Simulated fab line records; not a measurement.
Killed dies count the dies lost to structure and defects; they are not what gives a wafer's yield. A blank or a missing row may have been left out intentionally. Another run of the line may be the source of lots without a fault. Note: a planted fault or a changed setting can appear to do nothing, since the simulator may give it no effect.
Matching of chambers ; flow nand-harc ; NHARC_A_STAIRCASE_ALD_420 on ald-hk-01 has 4 sister chambers
The step deposits SiO2, target thk 20 nm, pulse time 6 s, ald cycles 200. 8 wafers are shown with their chamber, then 8 later ones without.

== WAFERS WITH THEIR CHAMBER ==
wafer;chamber;heater-power-w (W);precursor-pulse-height-rel
L084.1;0;433;1.030
L084.3;3;443;0.972
L084.5;1;432;1.017
L084.6;2;554;1.020
L091.1;2;541;0.999
L091.2;0;419;0.996
L091.3;3;453;1.006
L091.4;1;435;1.022

== WAFERS WITHOUT THEIR CHAMBER ==
wafer;heater-power-w (W);precursor-pulse-height-rel
L091.5;453;1.024
L091.6;553;1.009
L093.1;439;0.982
L093.2;553;1.008
L093.3;422;0.992
L093.4;440;1.022
L093.5;458;1.005
L093.6;428;0.984

== THE CHAMBER EACH PASSED THROUGH ==
wafer;from the rows above;in truth
L091.5;can't be placed: 3 or 1 or 0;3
L091.6;2;2
L093.1;can't be placed: 3 or 1 or 0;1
L093.2;2;2
L093.3;can't be placed: 0 or 1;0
L093.4;can't be placed: 1 or 0 or 3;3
L093.5;can't be placed: 3 or 1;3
L093.6;can't be placed: 0 or 1 or 3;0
Correct placement for 2 of the 8. Can't be placed from these rows: 6 (the true chamber is among the candidates in 6). 0 placed wrongly.
How it was worked out, from the rows above alone: a wafer's distance from a chamber is the root of the sum, over the readings, of the square of ((its reading less the chamber's mean) divided by the reading's scatter). The wafer belongs to the nearest chamber; if the next one is less than 2 further off, it can't be placed. A chamber's mean is the mean of its shown wafers. How the scatter is found: for the shown wafers, subtract from each reading the mean of its chamber, square and add these, divide the total by (wafers less chambers), then take the root.
